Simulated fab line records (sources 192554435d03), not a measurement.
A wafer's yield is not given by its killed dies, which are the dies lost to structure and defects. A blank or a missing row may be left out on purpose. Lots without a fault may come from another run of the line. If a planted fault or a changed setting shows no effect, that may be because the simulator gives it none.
What tool caused it?	flow n5-finfet	24 lots with 72 wafers sampled at 6 steps, on a route of 1938 steps

WHAT THE GAUGES READ, wafer by wafer
Not one reading of a measure or inspect step in the record can be checked against a usual standard deviation.

TOOL THAT RAN EACH LOT (tool first, then ch and the chambers of the sampled wafers, then the start)
lot	N5_BEOL_M2_ETCH_63	N5_BEOL_M2_HM_OPEN_17	N5_BEOL_M2_TRENCH_ETCH_37	N5_BEOL_M2_SPUTTER_48	N5_BEOL_M2_ANNEAL_89	N5_BEOL_M2_DEP_57
L074	rie-diel-05 ch 0,3, day 6 17:06	rie-metal-01 ch 1, day 6 17:19	rie-diel-05 ch 1,2, day 6 21:05 or earlier	pvd-sputter-03, day 6 21:05	pvd-sputter-03, day 6 22:03	pecvd-02 ch 1,2, day 6 23:50
L075	rie-diel-06 ch 1,2, day 6 21:17	rie-metal-03 ch 0,1, day 6 21:31	rie-diel-06 ch 1,2, day 7 02:01 or earlier	pvd-sputter-01, day 7 02:01	pvd-sputter-01, day 7 02:58	pecvd-01 ch 0,2, day 7 04:49
L076	rie-diel-05 ch 0,3, day 6 23:40	rie-metal-02 ch 0,1, day 6 23:55	rie-diel-06 ch 1,2,3, day 7 03:51 or earlier	pvd-sputter-01, day 7 03:51	pvd-sputter-01, day 7 04:49	pecvd-02 ch 0,2, day 7 06:35
L077	rie-diel-06 ch 1,2, day 7 05:18	rie-metal-01 ch 0,1, day 7 05:37	rie-diel-06 ch 0,2,3, day 7 17:26 or earlier	pvd-sputter-03, day 7 17:26	pvd-sputter-03, day 7 18:23	pecvd-03 ch 0,1,2, day 7 20:10
L078	rie-diel-06 ch 2,3, day 7 12:38	rie-metal-01 ch 1, day 7 12:50	rie-diel-02 ch 1,2,3, day 7 17:49 or earlier	pvd-sputter-01, day 7 17:49	pvd-sputter-01, day 7 18:47	pecvd-03 ch 0,1,2, day 7 20:34
L079	rie-diel-02 ch 0,2,3, day 7 15:19	rie-metal-02 ch 0,1, day 7 15:31	rie-diel-02 ch 0,1,2, day 7 21:47 or earlier	pvd-sputter-01, day 7 21:47	pvd-sputter-01, day 7 22:44	pecvd-01 ch 0,1, day 8 00:44
L080	rie-diel-05 ch 1,2, day 8 00:20	rie-metal-03 ch 0,1, day 8 00:32	rie-diel-02 ch 1,2,3, day 8 05:52 or earlier	pvd-sputter-02, day 8 05:52	pvd-sputter-02, day 8 06:49	pecvd-01 ch 0,1,2, day 8 08:52
L081	rie-diel-02 ch 0,3, day 8 08:26	rie-metal-01 ch 0,1, day 8 08:38	rie-diel-06 ch 1,3, day 9 01:05 or earlier	pvd-sputter-02, day 9 01:05	pvd-sputter-02, day 9 02:02	pecvd-02 ch 0,1,2, day 9 03:49
L083	rie-diel-06 ch 0,3, day 8 18:02	rie-metal-03 ch 0,1, day 8 18:14	rie-diel-02 ch 1,2,3, day 9 00:24 or earlier	pvd-sputter-03, day 9 00:24	pvd-sputter-03, day 9 01:22	pecvd-03 ch 0,1, day 9 03:09
L082	rie-diel-02 ch 1,3, day 8 23:34	rie-metal-03 ch 0,1, day 8 23:46	rie-diel-05 ch 1,3, day 9 07:28 or earlier	pvd-sputter-01, day 9 07:28	pvd-sputter-01, day 9 08:26	pecvd-02 ch 0,1, day 9 10:13
L084	rie-diel-06 ch 0,1, day 8 23:40	rie-metal-01 ch 0,1, day 8 23:53	rie-diel-06 ch 0,1, day 9 13:58 or earlier	pvd-sputter-02, day 9 13:58	pvd-sputter-02, day 9 14:56	pecvd-01 ch 0,1, day 9 16:44
L085	rie-diel-05 ch 2,3, day 9 03:37	rie-metal-02 ch 0,1, day 9 03:49	rie-diel-02 ch 1,2,3, day 9 09:50 or earlier	pvd-sputter-01, day 9 09:50	pvd-sputter-01, day 9 10:47	pecvd-02 ch 0,1, day 9 12:34
L086	rie-diel-02 ch 1,2,3, day 9 12:38	rie-metal-02 ch 1, day 9 12:50	rie-diel-02 ch 0,1,2, day 9 17:04 or earlier	pvd-sputter-01, day 9 17:04	pvd-sputter-01, day 9 18:01	pecvd-01 ch 0,1, day 9 19:49
L087	rie-diel-06 ch 0,2, day 9 22:59	rie-metal-03 ch 0,1, day 9 23:13	rie-diel-05 ch 0,1,3, day 10 09:59 or earlier	pvd-sputter-03, day 10 09:59	pvd-sputter-03, day 10 10:56	pecvd-01 ch 0,1, day 10 12:52
L089	rie-diel-02 ch 1,2,3, day 10 08:19	rie-metal-03 ch 0,1, day 10 08:33	rie-diel-02 ch 0,3, day 11 05:10 or earlier	pvd-sputter-02, day 11 05:10	pvd-sputter-02, day 11 06:07	pecvd-03 ch 0,1,2, day 11 07:55
L090	rie-diel-02 ch 0,1,3, day 10 23:11	rie-metal-02 ch 0,1, day 10 23:23	rie-diel-02 ch 1,2, day 11 19:06 or earlier	pvd-sputter-03, day 11 19:06	pvd-sputter-03, day 11 20:04	pecvd-02 ch 0,1,2, day 11 21:50
L088	rie-diel-02 ch 1,2, day 11 02:07	rie-metal-02 ch 0,1, day 11 02:19	rie-diel-06 ch 0,1,3, day 11 23:17 or earlier	pvd-sputter-01, day 11 23:17	pvd-sputter-01, day 12 00:14	pecvd-01 ch 0,1,2, day 12 02:01
L091	rie-diel-05 ch 1,2,3, day 11 03:22	rie-metal-03 ch 0,1, day 11 03:34	rie-diel-05 ch 0,1,3, day 12 04:02 or earlier	pvd-sputter-02, day 12 04:02	pvd-sputter-02, day 12 05:00	pecvd-02 ch 0,1,2, day 12 06:47
L093	rie-diel-05 ch 0,3, day 11 07:19	rie-metal-03 ch 0,1, day 11 07:31	rie-diel-06 ch 1,2, day 12 04:14 or earlier	pvd-sputter-01, day 12 04:14	pvd-sputter-01, day 12 05:12	pecvd-01 ch 0,1,2, day 12 07:04
L092	rie-diel-05 ch 0,1,3, day 11 14:52	rie-metal-02 ch 1, day 11 15:08	rie-diel-02 ch 0,3, day 12 15:59 or earlier	pvd-sputter-02, day 12 15:59	pvd-sputter-02, day 12 16:56	pecvd-01 ch 0,1, day 12 18:45
L094	rie-diel-06 ch 0,1,3, day 11 14:55	rie-metal-03 ch 0,1, day 11 15:07	rie-diel-02 ch 0,2,3, day 12 04:11 or earlier	pvd-sputter-03, day 12 04:11	pvd-sputter-03, day 12 05:08	pecvd-03 ch 1,2, day 12 06:56
L096	rie-diel-05 ch 2,3, day 11 18:37	rie-metal-02 ch 1, day 11 18:51	rie-diel-02 ch 2,3, day 12 12:30 or earlier	pvd-sputter-03, day 12 12:30	pvd-sputter-03, day 12 13:28	pecvd-03 ch 0,1,2, day 12 15:14
L095	rie-diel-06 ch 1,2,3, day 11 20:47	rie-metal-02 ch 1, day 11 21:00	rie-diel-05 ch 0,1,3, day 12 18:56 or earlier	pvd-sputter-02, day 12 18:56	pvd-sputter-02, day 12 20:01	pecvd-03 ch 0,1, day 12 21:55
L097	rie-diel-06 ch 1,2, day 12 02:36	rie-metal-02 ch 1, day 12 02:48	rie-diel-02 ch 1,3, day 13 08:26 or earlier	pvd-sputter-03, day 13 08:26	pvd-sputter-03, day 13 09:24	pecvd-01 ch 1,2, day 13 11:11
- N5_BEOL_M2_ETCH_63: etches SiARC in CF4, target depth 15.6 nm, time 26 s.
- N5_BEOL_M2_HM_OPEN_17: chemistry Cl2/BCl3, target TiN, target depth 20 nm, overetch 6 nm.
- N5_BEOL_M2_TRENCH_ETCH_37: etches SiOC in C4F6/O2, target depth 55.555 nm, time 29.2 s.
- N5_BEOL_M2_SPUTTER_48: material Cu, target thk 4.5 nm, time 8.29 s.
- N5_BEOL_M2_ANNEAL_89: time 240 s.
- N5_BEOL_M2_DEP_57: deposits SiCN from 3MS/NH3, target thk 8 nm, time 14 s.

AS READ BY THE TOOLS THEMSELVES (means over the sampled wafers that have a number; for cases with no such wafer, the mark the record gives instead)
N5_BEOL_M2_ETCH_63.
lot	tool	drypump-motor-current-A (A)	etch-rf-on-time-s (s)	oes-product-au (a.u.)	rf-vpp-V (V)	showerhead-plenum-p-Torr (Torr)	throttle-valve-pct (%)
L074	rie-diel-05	5.8	26.1	0.73	184.0	2.12	15.45
L075	rie-diel-06	5.3	27.1	0.60	183.9	2.10	15.98
L076	rie-diel-05	5.8	26.3	0.72	183.4	2.12	15.46
L077	rie-diel-06	5.3	26.8	0.59	183.8	2.10	15.99
L078	rie-diel-06	4.9	27.1	0.59	183.8	2.16	15.79
L079	rie-diel-02	5.8	25.9	0.65	184.4	2.15	15.68
L080	rie-diel-05	6.6	26.8	0.64	184.5	2.15	15.49
L081	rie-diel-02	5.7	25.6	0.66	184.9	2.14	15.71
L083	rie-diel-06	5.5	26.6	0.59	182.6	2.03	15.70
L082	rie-diel-02	6.0	25.7	0.64	184.4	2.17	15.67
L084	rie-diel-06	5.7	26.5	0.59	183.0	2.03	15.94
L085	rie-diel-05	5.7	26.4	0.68	183.5	2.11	15.60
L086	rie-diel-02	6.2	26.2	0.65	184.3	2.18	15.60
L087	rie-diel-06	5.5	26.9	0.58	182.9	2.08	15.96
L089	rie-diel-02	6.2	25.9	0.65	184.4	2.18	15.63
L090	rie-diel-02	6.0	25.5	0.65	184.3	2.17	15.66
L088	rie-diel-02	6.5	26.1	0.66	184.9	2.22	15.48
L091	rie-diel-05	6.1	27.0	0.64	183.8	2.12	15.58
L093	rie-diel-05	5.7	26.0	0.70	183.7	2.11	15.52
L092	rie-diel-05	6.2	26.3	0.67	183.8	2.13	15.48
L094	rie-diel-06	5.4	26.6	0.59	182.9	2.04	15.78
L096	rie-diel-05	5.7	26.3	0.67	182.9	2.10	15.63
L095	rie-diel-06	5.1	27.0	0.58	182.8	2.10	15.84
L097	rie-diel-06	5.1	27.3	0.56	184.6	2.15	16.09

N5_BEOL_M2_HM_OPEN_17.
lot	tool	drypump-motor-current-A (A)	he-backside-leak-sccm (sccm)	oes-product-au (a.u.)	throttle-valve-pct (%)
L074	rie-metal-01	5.9	3.62	0.80	21.92
L075	rie-metal-03	6.2	3.45	0.71	22.07
L076	rie-metal-02	5.6	3.34	0.57	22.25
L077	rie-metal-01	5.5	3.42	0.78	21.93
L078	rie-metal-01	5.9	3.62	0.79	21.91
L079	rie-metal-02	5.8	3.30	0.59	22.27
L080	rie-metal-03	5.9	3.39	0.68	22.04
L081	rie-metal-01	5.0	3.25	0.78	21.93
L083	rie-metal-03	6.2	3.29	0.70	22.07
L082	rie-metal-03	6.2	3.39	0.70	22.07
L084	rie-metal-01	5.0	3.38	0.78	21.94
L085	rie-metal-02	5.8	3.40	0.59	22.26
L086	rie-metal-02	6.1	3.36	0.61	22.26
L087	rie-metal-03	6.0	3.45	0.67	22.06
L089	rie-metal-03	6.2	3.21	0.68	22.09
L090	rie-metal-02	5.8	3.39	0.58	22.28
L088	rie-metal-02	5.8	3.48	0.58	22.29
L091	rie-metal-03	6.2	3.28	0.69	22.08
L093	rie-metal-03	6.0	3.24	0.66	22.05
L092	rie-metal-02	6.1	3.43	0.60	22.31
L094	rie-metal-03	6.0	3.39	0.66	22.06
L096	rie-metal-02	6.1	3.31	0.60	22.29
L095	rie-metal-02	6.1	3.39	0.60	22.29
L097	rie-metal-02	6.1	3.20	0.60	22.29

N5_BEOL_M2_TRENCH_ETCH_37.
lot	tool	drypump-motor-current-A (A)	oes-product-au (a.u.)	rf-vpp-V (V)	showerhead-plenum-p-Torr (Torr)	throttle-valve-pct (%)
L074	rie-diel-05	6.4	0.74	669	2.86	21.04
L075	rie-diel-06	5.1	0.69	681	2.87	21.32
L076	rie-diel-06	5.1	0.71	679	2.80	21.02
L077	rie-diel-06	5.2	0.70	665	2.79	20.95
L078	rie-diel-02	6.2	0.78	664	2.91	20.85
L079	rie-diel-02	6.2	0.79	674	2.91	20.78
L080	rie-diel-02	6.2	0.77	664	2.90	20.85
L081	rie-diel-06	5.3	0.71	681	2.72	21.01
L083	rie-diel-02	6.2	0.76	663	2.90	20.86
L082	rie-diel-05	6.3	0.79	677	2.86	20.67
L084	rie-diel-06	5.7	0.70	659	2.69	21.14
L085	rie-diel-02	6.2	0.77	662	2.90	20.86
L086	rie-diel-02	6.2	0.78	673	2.90	20.80
L087	rie-diel-05	6.2	0.80	679	2.85	20.80
L089	rie-diel-02	5.7	0.72	670	2.83	21.11
L090	rie-diel-02	6.3	0.77	666	2.90	20.79
L088	rie-diel-06	5.4	0.69	667	2.70	20.96
L091	rie-diel-05	6.2	0.79	678	2.84	20.81
L093	rie-diel-06	5.1	0.67	681	2.85	21.39
L092	rie-diel-02	5.7	0.73	680	2.83	21.04
L094	rie-diel-02	5.8	0.73	675	2.84	21.01
L096	rie-diel-02	6.0	0.72	669	2.84	20.97
L095	rie-diel-05	6.2	0.79	679	2.84	20.82
L097	rie-diel-02	6.4	0.75	656	2.94	20.85

N5_BEOL_M2_SPUTTER_48.
lot	tool	throttle-valve-pct (%)
L074	pvd-sputter-03	29.9
L075	pvd-sputter-01	29.9
L076	pvd-sputter-01	30.0
L077	pvd-sputter-03	30.3
L078	pvd-sputter-01	30.1
L079	pvd-sputter-01	30.5
L080	pvd-sputter-02	31.1
L081	pvd-sputter-02	29.9
L083	pvd-sputter-03	30.6
L082	pvd-sputter-01	30.6
L084	pvd-sputter-02	29.0
L085	pvd-sputter-01	30.7
L086	pvd-sputter-01	30.3
L087	pvd-sputter-03	29.1
L089	pvd-sputter-02	30.4
L090	pvd-sputter-03	29.5
L088	pvd-sputter-01	30.6
L091	pvd-sputter-02	30.1
L093	pvd-sputter-01	30.5
L092	pvd-sputter-02	30.5
L094	pvd-sputter-03	30.0
L096	pvd-sputter-03	29.7
L095	pvd-sputter-02	29.4
L097	pvd-sputter-03	30.5

N5_BEOL_M2_ANNEAL_89.
lot	tool	heater-power-w (W)
L074	pvd-sputter-03	857
L075	pvd-sputter-01	895
L076	pvd-sputter-01	819
L077	pvd-sputter-03	778
L078	pvd-sputter-01	900
L079	pvd-sputter-01	792
L080	pvd-sputter-02	851
L081	pvd-sputter-02	841
L083	pvd-sputter-03	885
L082	pvd-sputter-01	884
L084	pvd-sputter-02	841
L085	pvd-sputter-01	784
L086	pvd-sputter-01	801
L087	pvd-sputter-03	841
L089	pvd-sputter-02	847
L090	pvd-sputter-03	774
L088	pvd-sputter-01	962
L091	pvd-sputter-02	878
L093	pvd-sputter-01	865
L092	pvd-sputter-02	870
L094	pvd-sputter-03	861
L096	pvd-sputter-03	809
L095	pvd-sputter-02	863
L097	pvd-sputter-03	775

N5_BEOL_M2_DEP_57.
lot	tool	chamber-pressure-Torr (Torr)	showerhead-plenum-p-Torr (Torr)	showerhead-vpp-V (V)	throttle-valve-pct (%)
L074	pecvd-02	3.004	3.668	881	9.2
L075	pecvd-01	3.005	3.674	851	9.5
L076	pecvd-02	2.998	3.659	935	8.5
L077	pecvd-03	3.005	3.667	880	9.0
L078	pecvd-03	2.998	3.668	888	9.0
L079	pecvd-01	2.994	3.660	850	9.0
L080	pecvd-01	2.995	3.673	854	9.2
L081	pecvd-02	3.001	3.665	913	8.7
L083	pecvd-03	2.996	3.680	866	9.2
L082	pecvd-02	3.005	3.671	865	8.9
L084	pecvd-01	3.003	3.674	854	9.0
L085	pecvd-02	2.998	3.668	892	8.8
L086	pecvd-01	2.998	3.663	853	8.8
L087	pecvd-01	3.006	3.661	856	8.9
L089	pecvd-03	2.999	3.673	885	9.0
L090	pecvd-02	3.002	3.659	903	8.9
L088	pecvd-01	2.998	3.665	857	8.8
L091	pecvd-02	2.992	3.664	903	8.9
L093	pecvd-01	3.005	3.668	844	8.9
L092	pecvd-01	2.995	3.674	858	8.8
L094	pecvd-03	3.001	3.651	894	9.2
L096	pecvd-03	2.998	3.668	886	9.1
L095	pecvd-03	3.000	3.675	853	9.4
L097	pecvd-01	3.000	3.668	837	8.4

THE ANSWER, worked out from the rows above alone
Rule: what is usual is taken from the lots themselves. The widest of any qualifying gaps counts: lots, ordered by their means at a reading, are off when they make up no more than a third of the lots, leave a main group of 4 or more, and stand apart from it by 3 or more times the standard deviation of that group's means. If all means in a main group match to the digits the tables above print for the reading, that group is not used. A lot without any number at a reading at which 4 lots or more have one is off too. All remaining lots with rows at the step are treated as sound. After the gauges, taken in route order, come the tools' own readings; for these a lot's mean is taken, as printed above. The first step at which some lot is off is used, and at that step the reading that is off furthest; a lot without a number counts as furthest.
No lot is off on any of the readings shown, so nothing can be concluded from this.

WHAT HAD BEEN PUT IN BY THE SIMULATOR
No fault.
